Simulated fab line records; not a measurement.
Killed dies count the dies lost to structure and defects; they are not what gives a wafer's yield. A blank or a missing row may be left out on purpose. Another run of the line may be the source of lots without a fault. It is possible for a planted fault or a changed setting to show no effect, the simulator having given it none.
Chamber matching    flow n5 finfet    N5_BEOL_M11_ETCH_65 on rie diel-05 has 4 sister chambers
The step etches SiARC in CF4, target depth 39 nm, time 65 s. 8 wafers are shown with their chamber, then 10 later ones without.

WAFERS PAIRED WITH THEIR CHAMBERS
wafer   chamber  showerhead plenum p Torr (Torr)  drypump motor current A (A)
L079.4  1        2.10                             5.9
L084.3  0        2.14                             5.0
L084.5  2        2.15                             5.9
L085.3  1        2.10                             5.9
L085.5  3        2.22                             5.8
L085.6  0        2.14                             5.0
L087.2  2        2.15                             5.9
L087.3  3        2.21                             5.9

WAFERS WHOSE CHAMBER IS MISSING
wafer   showerhead plenum p Torr (Torr)  drypump motor current A (A)
L087.4  2.13                             5.0
L090.3  2.14                             5.9
L090.4  2.13                             5.0
L090.5  2.09                             5.8
L095.1  2.21                             5.8
L095.2  2.09                             5.8
L095.3  2.14                             5.9
L096.2  2.14                             6.0
L096.3  2.21                             5.8
L096.4  2.09                             5.8

EACH ONE'S CHAMBER
wafer   from the rows above  in truth
L087.4  0                    0
L090.3  2                    2
L090.4  0                    0
L090.5  1                    1
L095.1  3                    3
L095.2  1                    1
L095.3  2                    2
L096.2  2                    2
L096.3  3                    3
L096.4  1                    1
Correctly placed: 10 of 10. Number that these rows cannot place: 0. 0 placed wrongly.
How it was worked out, from the rows above alone: a wafer's distance from a chamber is the root of the sum, over the readings, of the square of ((its reading less the chamber's mean) divided by the reading's scatter). If the next closest chamber is less than 2 further off than the closest, the wafer can't be placed; otherwise it belongs to the closest. A chamber's mean is the mean of its shown wafers. The scatter: the root of (the sum of the squares of (reading less its chamber's mean) over the shown wafers, divided by (wafers less chambers)).
